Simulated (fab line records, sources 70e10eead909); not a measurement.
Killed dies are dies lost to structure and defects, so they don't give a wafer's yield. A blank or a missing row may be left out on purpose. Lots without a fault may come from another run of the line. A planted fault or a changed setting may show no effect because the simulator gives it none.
fab line records | flow nand_harc | part 1 of 2: steps 1 to 4 of 6
record lots=21 wafers=63 last_day=34
route steps=1302 shown A_STAIRCASE@651
lots that met no fault: from a run of the same line without faults
start_h: hours from the record's first day to the start of the lot's first wafer shown | wait_h: hours since the lot's step before | " the same as in the row above | L1.1+2: a row that stands for several wafers | - no value, or no start given | * or withheld: withheld | < > ~ a bound
route shown NAME@n: a module of which the file shows steps, and the number in the route of the first | usual: mean/standard deviation of fault-free wafers | same: alike in all rows | chamber/n: place in a boat | sites: the reading at each site | _std_site: their standard deviation | _edge_site: outer sites' mean less inner sites' | radius_mm: how far each site lies from the wafer's centre | mask NAME#n: copy n | behind: the tool/chamber that last shaped the wafer | hold: why the lot was held/for how many hours/how that ended | device: the transistor (n, p or np) that didn't switch | end of line: the same wafers' tests at the end of the route | a step without rows: its recipe alone | killed: dies lost to structure and defects at the first sort, not the wafer's yield | map: a wafer's dies, x killed, . not, _ none there
set.NAME: the setting as run; set.NAME@STEP: as run at that earlier step | model.NAME: the simulator's own value behind a step, which no gauge read
steps of the route over a sample of lots; a table a step, a row a wafer
services: from which hour (start_h, from the record's first day; less than 0 if before it) a tool's chamber was out of use, for how many hours, and why
## steps
# step NHARC_A_STAIRCASE_ETCH_169
# recipe target_depth_a=500 time_s=107.1 ion_energy_ev=120 ch3f_flow_sccm=50 o2_flow_sccm=30 ar_flow_sccm=200 rf_w=500 bias_w=100 chemistry=CH3F/O2
# usual drypump_motor_current_A=5.8/0.44 mfc_ar_sccm=200.0/0.53 oes_product_au=0.959/0.017 rf_vpp_V=244.7/2 showerhead_plenum_p_Torr=2.48/0.13 throttle_valve_pct=20.662/0.011
# columns lot.wafer tool chamber start_h wait_h drypump_motor_current_A mfc_ar_sccm oes_product_au rf_hours_counter_h rf_vpp_V showerhead_plenum_p_Torr throttle_valve_pct
L076.2 rie_diel-13 2 376.11 0.1 6.2 200.6 0.919 7 243.7 2.53 20.663
L076.4 " 3 " " 6.3 200.5 0.937 3 245.4 2.55 20.640
L076.3 " 0 " " 5.4 200.0 0.924 10 246.3 2.66 20.663
L077.4 rie_diel-01 2 376.28 0.1 5.8 199.0 0.967 54 244.6 2.60 20.675
L077.5 " 0 " " 5.4 199.6 0.970 - 247.0 2.64 20.648
L077.6 " 1 " " 5.6 200.1 0.981 - 241.9 2.30 20.671
L075.3 rie_diel-06 3 376.44 0.1 5.4 198.6 0.973 22 244.4 2.37 20.667
L075.5 " 3 " " 5.3 199.8 0.971 - 243.1 2.37 20.641
L075.6 " 0 " " 6.5 199.1 0.981 - 243.4 2.54 20.698
L078.2 rie_diel-13 0 386.49 0.2 5.4 199.7 0.945 14 246.5 2.65 20.658
L078.1 " 2 " " 6.2 200.4 0.939 11 246.5 2.53 20.662
L078.3 " 3 " " 6.2 199.9 0.944 8 247.1 2.55 20.661
L079.1 rie_diel-13 3 396.64 0.1 6.3 199.4 0.971 14 246.6 2.54 20.652
L079.3 " 2 " " 6.2 201.1 0.963 16 246.4 2.53 20.673
L079.4 " 2 " " 6.2 200.4 0.960 - 245.9 2.53 20.668
L080.2 rie_diel-01 0 412.38 0.1 5.3 199.4 0.958 11 246.5 2.63 20.658
L080.4 " 3 " " 6.6 200.5 0.982 11 243.7 2.36 20.664
L080.6 " 1 " " 5.6 199.9 0.960 - 242.7 2.30 20.661
L081.2 rie_diel-01 1 416.40 0.1 5.6 199.7 0.926 10 241.6 2.30 20.659
L081.3 " 2 " " 5.7 200.0 0.923 9 246.7 2.59 20.651
L081.5 " 0 " " 5.4 199.6 0.935 - 246.3 2.63 20.657
L082.1 rie_diel-01 2 425.35 0.1 5.7 199.4 0.948 11 247.1 2.59 20.660
L082.2 " 3 " " 6.6 199.9 0.978 13 242.5 2.36 20.664
L082.5 " 1 " " 5.5 199.0 0.963 - 242.0 2.30 20.665
L083.4 rie_diel-06 0 433.75 0.1 6.5 200.1 0.973 39 245.5 2.53 20.663
L083.2 " 1 " " 5.9 200.5 0.973 39 242.4 2.29 20.651
L083.5 " 0 " " 6.5 199.9 0.982 - 243.4 2.53 20.679
L084.4 rie_diel-13 0 454.81 0.1 5.4 200.3 0.970 40 248.8 2.64 20.657
L084.2 " 1 " " 5.6 201.0 0.955 36 243.9 2.37 20.665
L084.6 " 0 " " 5.4 200.4 0.986 - 247.2 2.64 20.666
L085.2 rie_diel-06 0 455.03 0.1 6.5 200.1 0.950 48 246.2 2.53 20.655
L085.4 " 1 " " 5.9 199.7 0.952 50 242.0 2.29 20.668
L085.3 " 3 " " 5.4 199.4 0.978 51 243.9 2.36 20.665
L086.4 rie_diel-01 1 469.58 2.9 5.6 199.8 0.945 27 241.8 2.29 20.658
L086.3 " 2 " " 5.8 199.6 0.940 24 246.7 2.59 20.656
L086.6 " 0 " " 5.3 199.3 0.940 - 247.0 2.63 20.668
L089.2 rie_diel-01 1 499.61 0.1 5.7 201.0 0.940 34 242.2 2.29 20.673
L089.1 " 3 " " 6.5 200.1 0.959 32 241.5 2.36 20.673
L089.6 " 0 " " 5.4 200.0 0.948 - 247.2 2.62 20.674
L090.3 rie_diel-01 1 509.71 0.1 5.6 200.6 0.947 37 240.8 2.29 20.653
L090.2 " 2 " " 5.8 200.3 0.938 35 245.1 2.58 20.659
L090.5 " 0 " " 5.4 199.7 0.936 - 246.5 2.62 20.651
L091.4 rie_diel-13 1 513.64 0.1 5.6 200.4 0.974 61 243.2 2.36 20.670
L091.3 " 2 " " 6.2 200.6 0.976 61 244.8 2.51 20.672
L091.6 " 2 " " 6.2 200.1 0.973 - 244.2 2.51 20.654
L093.4 rie_diel-01 3 541.52 0.1 6.6 199.5 0.951 43 241.7 2.35 20.665
L093.6 " 2 " " 5.7 199.6 0.935 - 246.7 2.58 20.654
L093.5 " 3 " " 6.6 198.8 0.950 - 243.8 2.35 20.672
L092.4 rie_diel-01 3 546.73 0.1 6.5 200.2 0.962 45 243.2 2.35 20.675
L092.5 " 2 " " 5.8 198.6 0.968 - 248.1 2.58 20.662
L092.6 " 3 " " 6.5 200.2 0.969 - 243.8 2.35 20.678
L094.2 rie_diel-06 3 560.49 0.1 5.4 200.4 0.964 19 242.2 2.35 20.644
L094.1 " 0 " " 6.5 199.7 0.981 21 245.8 2.51 20.657
L094.4 " 1 " " 6.0 200.4 0.975 26 248.6 2.65 20.647
L095.2 rie_diel-01 0 576.89 0.1 5.4 199.7 0.938 1 245.8 2.62 20.671
L095.6 " 3 " " 6.6 200.1 0.940 - 244.9 2.35 20.673
L095.5 " 0 " " 5.4 199.7 0.942 - 246.0 2.62 20.660
L096.3 rie_diel-06 0 577.07 0.1 6.5 200.1 0.978 27 245.1 2.51 20.651
L096.2 " 2 " " 5.3 200.1 0.970 30 242.7 2.33 20.658
L096.5 " 1 " " 5.9 200.5 0.955 - 245.7 2.65 20.648
L097.2 rie_diel-13 0 593.25 0.1 5.4 200.1 0.970 23 248.9 2.62 20.678
L097.1 " 1 " " 5.6 199.4 0.976 25 242.9 2.35 20.653
L097.5 " 0 " " 5.4 199.9 0.964 - 245.8 2.62 20.662
# step NHARC_A_STAIRCASE_TRIM_18
# recipe time_s=211.2 o2_flow_sccm=500 ar_flow_sccm=0 bias_w=0 chemistry=O2
# usual drypump_motor_current_A=5.9/0.43 mfc_ar_sccm=0.011/0.013 oes_product_au=1.001/0.0074 rf_vpp_V=57.8/0.91 showerhead_plenum_p_Torr=3.55/0.17 throttle_valve_pct=17.036/0.0088
# columns lot.wafer tool chamber start_h wait_h drypump_motor_current_A mfc_ar_sccm oes_product_au rf_hours_counter_h rf_vpp_V showerhead_plenum_p_Torr throttle_valve_pct
L076.4 rie_diel-01 1 - - 5.6 0 0.998 51 57.4 3.31 17.036
L076.2 " 2 " " 5.8 0 0.995 54 59.2 3.72 17.021
L076.3 " 0 " " 5.3 0.039 1.009 50 58.8 3.78 17.030
L077.4 rie_diel-13 3 - - 6.3 0.013 1.007 4 57.0 3.65 17.043
L077.5 " 2 " " 6.2 0 0.988 - 57.2 3.63 17.039
L077.6 " 3 " " 6.3 0.013 1.002 - 60.1 3.65 17.034
L075.3 rie_diel-06 2 - - 5.3 0 1.007 23 57.4 3.39 17.035
L075.6 " 3 " " 5.4 0.007 1.010 - 56.4 3.40 17.045
L075.5 " 0 " " 6.5 0.036 1.008 - 57.5 3.64 17.056
L078.2 rie_diel-06 2 - - 5.3 0 1.018 30 56.9 3.39 17.032
L078.1 " 3 " " 5.4 0.007 1.009 29 58.0 3.40 17.042
L078.3 " 0 " " 6.5 0.036 0.997 25 57.5 3.64 17.044
L079.4 rie_diel-01 1 - - 5.7 0 0.997 4 56.5 3.31 17.031
L079.3 " 3 " " 6.6 0.013 0.997 4 57.4 3.40 17.036
L079.1 " 0 " " 5.4 0.039 0.997 4 57.7 3.78 17.034
L080.2 rie_diel-13 3 - - 6.3 0.013 1.003 20 58.5 3.64 17.025
L080.4 " 0 " " 5.4 0.010 0.997 28 58.5 3.79 17.044
L080.6 " 2 " " 6.2 0 1.003 - 56.0 3.62 17.044
L081.2 rie_diel-13 0 - - 5.4 0.010 0.998 31 59.0 3.79 17.027
L081.3 " 1 " " 5.6 0 0.994 27 57.6 3.41 17.033
L081.5 " 0 " " 5.4 0.010 1.001 - 59.6 3.79 17.036
L082.2 rie_diel-13 2 - - 6.3 0 0.988 28 58.0 3.62 17.044
L082.1 " 1 " " 5.6 0 0.989 29 58.1 3.41 17.038
L082.5 " 3 " " 6.3 0.013 0.993 - 58.9 3.64 17.045
L083.4 rie_diel-01 3 - - 6.5 0.013 1.005 17 57.0 3.39 17.036
L083.2 " 2 " " 5.7 0 1.001 14 58.7 3.71 17.039
L083.5 " 3 " " 6.6 0.013 1.006 - 58.8 3.39 17.035
L084.4 rie_diel-06 2 - - 5.3 0 1.008 53 56.6 3.37 17.035
L084.2 " 1 " " 6.0 0.022 1.008 50 56.9 3.29 17.049
L084.6 " 3 " " 5.4 0.007 1.006 - 58.2 3.39 17.034
L085.4 rie_diel-06 1 - - 5.9 0.022 1.009 51 58.2 3.29 17.040
L085.2 " 2 " " 5.4 0 1.019 53 56.9 3.37 17.044
L085.3 " 3 " " 5.4 0.007 1.017 51 58.0 3.39 17.021
L086.3 rie_diel-01 1 - - 5.6 0 0.999 27 57.4 3.29 17.036
L086.4 " 3 " " 6.6 0.013 1.005 25 56.5 3.39 17.032
L086.6 " 1 " " 5.6 0 0.995 - 57.1 3.29 17.033
L089.2 rie_diel-13 2 - - 6.2 0 0.989 53 59.3 3.61 17.035
L089.1 " 3 " " 6.3 0.013 0.996 52 58.6 3.63 17.026
L089.6 " 0 " " 5.4 0.010 0.994 - 59.1 3.77 17.022
L090.3 rie_diel-13 0 - - 5.5 0.010 1.004 64 58.5 3.77 17.018
L090.2 " 3 " " 6.3 0.013 1.006 58 59.1 3.62 17.042
L090.5 " 1 " " 5.6 0 1.002 - 57.0 3.40 17.044
L091.4 rie_diel-01 1 - - 5.6 0 0.997 39 56.7 3.29 17.041
L091.3 " 3 " " 6.6 0.013 1.004 36 58.5 3.38 17.037
L091.6 " 0 " " 5.3 0.039 0.993 - 58.0 3.75 17.035
L093.4 rie_diel-01 2 - - 5.8 0 0.995 44 59.4 3.69 17.036
L093.6 " 3 " " 6.6 0.013 1.006 - 58.4 3.38 17.040
L093.5 " 0 " " 5.4 0.039 1.003 - 57.0 3.75 17.043
L092.4 rie_diel-13 1 - - 5.7 0 1.001 11 56.3 3.39 17.026
L092.6 " 2 " " 6.3 0 0.995 - 58.6 3.59 17.037
L092.5 " 3 " " 6.3 0.013 1.008 - 58.0 3.62 17.031
L094.2 rie_diel-06 3 - - 5.4 0.007 1.007 19 56.3 3.37 17.025
L094.4 " 0 " " 6.5 0.036 1.000 21 58.1 3.61 17.041
L094.1 " 1 " " 5.9 0.022 1.011 27 59.3 3.79 17.020
L096.2 rie_diel-13 0 - - 5.5 0.010 1.001 19 57.1 3.76 17.039
L096.3 " 3 " " 6.3 0.013 0.990 9 59.1 3.62 17.061
L096.5 " 0 " " 5.4 0.010 1.002 - 58.4 3.76 17.043
L095.2 rie_diel-13 0 - - 5.4 0.010 1.003 20 58.8 3.76 17.050
L095.5 " 1 " " 5.6 0 0.998 - 56.8 3.38 17.024
L095.6 " 2 " " 6.3 0 0.996 - 57.9 3.59 17.040
L097.1 rie_diel-06 2 - - 5.4 0 1.007 37 56.8 3.35 17.041
L097.2 " 3 " " 5.4 0.007 1.002 29 57.4 3.37 17.044
L097.5 " 0 " " 6.5 0.036 1.003 - 57.1 3.60 17.032
# step NHARC_A_STAIRCASE_TRIM_26
# recipe time_s=211.2 o2_flow_sccm=500 ar_flow_sccm=0 bias_w=0 chemistry=O2
# usual drypump_motor_current_A=5.9/0.45 mfc_ar_sccm=0.012/0.014 oes_product_au=1.001/0.0078 rf_vpp_V=57.8/0.92 showerhead_plenum_p_Torr=3.55/0.17 throttle_valve_pct=17.038/0.0092
# columns lot.wafer tool chamber start_h wait_h drypump_motor_current_A mfc_ar_sccm oes_product_au rf_hours_counter_h rf_vpp_V showerhead_plenum_p_Torr throttle_valve_pct
L076.2 rie_diel-01 2 - - 5.8 0 0.990 55 58.5 3.72 17.058
L076.3 " 3 " " 6.6 0.013 0.988 54 56.8 3.40 17.048
L076.4 " 1 " " 5.6 0 0.992 52 58.6 3.31 17.036
L077.4 rie_diel-01 0 - - 5.3 0.039 1.013 51 57.7 3.78 17.046
L077.5 " 3 " " 6.6 0.013 0.987 - 57.1 3.40 17.042
L077.6 " 0 " " 5.4 0.039 1.002 - 58.4 3.78 17.036
L075.3 rie_diel-13 0 - - 5.5 0.010 1.003 11 57.1 3.80 17.049
L075.5 " 0 " " 5.4 0.010 1.001 - 58.3 3.80 17.037
L075.6 " 1 " " 5.6 0 1.003 - 57.6 3.42 17.026
L078.1 rie_diel-13 0 - - 5.4 0.010 1.003 17 57.8 3.80 17.043
L078.2 " 2 " " 6.2 0 1.005 14 58.1 3.63 17.048
L078.3 " 3 " " 6.3 0.013 0.999 10 58.0 3.65 17.045
L079.3 rie_diel-01 2 - - 5.8 0 0.985 5 58.8 3.72 17.033
L079.4 " 0 " " 5.4 0.039 0.992 5 59.0 3.78 17.029
L079.1 " 1 " " 5.7 0 0.995 5 57.6 3.31 17.053
L080.2 rie_diel-06 2 - - 5.3 0 1.013 40 57.5 3.38 17.038
L080.4 " 3 " " 5.4 0.007 1.017 38 57.2 3.39 17.029
L080.6 " 2 " " 5.3 0 1.010 - 57.3 3.38 17.034
L081.3 rie_diel-13 2 - - 6.3 0 0.996 26 57.2 3.62 17.030
L081.2 " 0 " " 5.4 0.010 1.008 31 59.0 3.79 17.051
L081.5 " 3 " " 6.3 0.013 1.015 - 58.0 3.64 17.034
L082.2 rie_diel-01 0 - - 5.4 0.039 1.007 14 60.3 3.77 17.029
L082.1 " 2 " " 5.8 0 0.993 12 58.3 3.71 17.036
L082.5 " 0 " " 5.4 0.039 0.998 - 58.7 3.77 17.031
L083.2 rie_diel-06 0 - - 6.5 0.036 1.003 40 58.8 3.63 17.037
L083.4 " 1 " " 5.9 0.022 0.994 40 56.5 3.30 17.026
L083.5 " 0 " " 6.5 0.036 1.006 - 57.7 3.63 17.035
L084.4 rie_diel-01 3 - - 6.6 0.013 0.989 22 56.7 3.39 17.034
L084.2 " 0 " " 5.4 0.039 0.999 22 57.8 3.77 17.040
L084.6 " 3 " " 6.5 0.013 1.007 - 56.5 3.39 17.023
L085.4 rie_diel-06 3 - - 5.4 0.007 1.020 52 56.8 3.39 17.032
L085.2 " 1 " " 5.9 0.022 0.994 51 57.2 3.29 17.046
L085.3 " 2 " " 5.3 0 1.011 54 58.1 3.37 17.034
L086.4 rie_diel-01 3 - - 6.5 0.013 1.000 26 56.9 3.39 17.056
L086.3 " 1 " " 5.6 0 1.001 28 56.4 3.29 17.057
L086.6 " 2 " " 5.8 0 0.990 - 58.7 3.71 17.036
L089.2 rie_diel-06 3 - - 5.4 0.007 1.008 0 57.5 3.38 17.047
L089.1 " 1 " " 5.9 0.022 1.001 2 57.6 3.81 17.044
L089.6 " 2 " " 5.4 0 1.008 - 59.0 3.37 17.043
L090.2 rie_diel-06 3 - - 5.4 0.007 1.014 5 56.3 3.38 17.023
L090.3 " 1 " " 5.9 0.022 0.988 9 58.7 3.80 17.050
L090.5 " 2 " " 5.3 0 1.003 - 59.5 3.36 17.033
L091.4 rie_diel-13 0 - - 5.5 0.010 1.008 65 58.7 3.77 17.026
L091.3 " 2 " " 6.2 0 0.997 61 58.2 3.60 17.024
L091.6 " 3 " " 6.3 0.013 1.001 - 59.8 3.62 17.037
L093.4 rie_diel-13 3 - - 6.3 0.013 1.005 0 57.2 3.62 17.022
L093.6 " 2 " " 6.3 0 0.995 - 57.7 3.60 17.055
L093.5 " 3 " " 6.3 0.013 1.011 - 59.0 3.62 17.040
L092.4 rie_diel-13 1 - - 5.6 0 1.003 11 57.6 3.39 17.026
L092.6 " 1 " " 5.6 0 0.996 - 55.7 3.39 17.020
L092.5 " 2 " " 6.2 0 0.990 - 57.3 3.59 17.038
L094.4 rie_diel-13 1 - - 5.6 0 1.000 16 58.3 3.39 17.059
L094.2 " 2 " " 6.3 0 1.001 15 57.9 3.59 17.033
L094.1 " 3 " " 6.3 0.013 1.004 5 57.8 3.62 17.039
L096.2 rie_diel-13 0 - - 5.4 0.010 1.004 20 57.9 3.76 17.044
L096.3 " 3 " " 6.3 0.013 1.013 10 58.6 3.62 17.043
L096.5 " 0 " " 5.4 0.010 1.009 - 57.0 3.76 17.039
L095.2 rie_diel-01 1 - - 5.6 0 1.004 4 57.7 3.81 17.033
L095.5 " 3 " " 6.6 0.013 1.008 - 56.1 3.37 17.026
L095.6 " 0 " " 5.3 0.039 1.005 - 58.2 3.74 17.018
L097.1 rie_diel-01 0 - - 5.4 0.039 0.988 10 57.9 3.74 17.050
L097.2 " 1 " " 5.6 0 0.992 8 57.3 3.80 17.041
L097.5 " 0 " " 5.4 0.039 0.989 - 59.1 3.74 17.044
# step NHARC_A_STAIRCASE_ETCH_188
# recipe target_depth_a=1000 time_s=40.5 ion_energy_ev=400 c4f8_flow_sccm=20 o2_flow_sccm=10 ar_flow_sccm=withheld rf_w=600 bias_w=1000 chemistry=C4F8/O2
# usual oes_product_au=0.940/0.014 rf_vpp_V=897/6.6
# columns lot.wafer tool chamber start_h wait_h oes_product_au rf_hours_counter_h rf_vpp_V
L076.4 rie_diel-01 0 - - 0.920 51 906
L076.2 " 1 " " 0.925 52 887
L076.3 " 2 " " 0.925 56 902
L077.4 rie_diel-13 3 - - 0.946 6 901
L077.5 " 3 " " 0.957 - 901
L077.6 " 0 " " 0.947 - 905
L075.3 rie_diel-13 0 - - 0.929 12 906
L075.5 " 0 " " 0.942 - 907
L075.6 " 1 " " 0.946 - 891
L078.3 rie_diel-06 3 - - 0.928 29 891
L078.2 " 1 " " 0.933 26 887
L078.1 " 2 " " 0.928 30 890
L079.4 rie_diel-13 3 - - 0.924 16 900
L079.1 " 0 " " 0.929 23 904
L079.3 " 1 " " 0.924 18 893
L080.4 rie_diel-01 1 - - 0.929 10 888
L080.2 " 2 " " 0.922 9 904
L080.6 " 0 " " 0.911 - 904
L081.2 rie_diel-06 2 - - 0.958 42 890
L081.3 " 3 " " 0.961 42 891
L081.5 " 1 " " 0.954 - 887
L082.2 rie_diel-13 3 - - 0.940 26 901
L082.1 " 1 " " 0.965 30 893
L082.5 " 3 " " 0.935 - 898
L083.2 rie_diel-01 0 - - 0.919 17 905
L083.4 " 3 " " 0.923 17 892
L083.5 " 1 " " 0.921 - 888
L084.4 rie_diel-13 2 - - 0.948 38 900
L084.2 " 0 " " 0.959 42 905
L084.6 " 3 " " 0.953 - 901
L085.2 rie_diel-13 2 - - 0.939 38 898
L085.4 " 3 " " 0.937 35 901
L085.3 " 0 " " 0.950 42 905
L086.3 rie_diel-13 2 - - 0.944 42 899
L086.4 " 3 " " 0.946 41 902
L086.6 " 2 " " 0.950 - 899
L089.1 rie_diel-13 2 - - 0.939 54 900
L089.2 " 0 " " 0.964 60 904
L089.6 " 2 " " 0.942 - 899
L090.2 rie_diel-01 0 - - 0.922 40 903
L090.3 " 1 " " 0.919 39 888
L090.5 " 1 " " 0.919 - 887
L091.3 rie_diel-01 0 - - 0.957 40 903
L091.4 " 1 " " 0.947 39 885
L091.6 " 1 " " 0.937 - 887
L093.4 rie_diel-06 2 - - 0.943 23 889
L093.5 " 0 " " 0.945 - 898
L093.6 " 1 " " 0.932 - 904
L092.4 rie_diel-01 2 - - 0.932 47 903
L092.6 " 1 " " 0.950 - 888
L092.5 " 2 " " 0.937 - 902
L094.2 rie_diel-06 2 - - 0.949 27 889
L094.1 " 3 " " 0.957 20 891
L094.4 " 1 " " 0.935 27 906
L096.3 rie_diel-01 2 - - 0.965 6 901
L096.2 " 1 " " 0.967 4 906
L096.5 " 3 " " 0.952 - 889
L095.2 rie_diel-01 2 - - 0.940 6 901
L095.6 " 1 " " 0.943 - 905
L095.5 " 2 " " 0.942 - 903
L097.2 rie_diel-01 3 - - 0.927 12 890
L097.1 " 0 " " 0.930 10 904
L097.5 " 2 " " 0.937 - 902
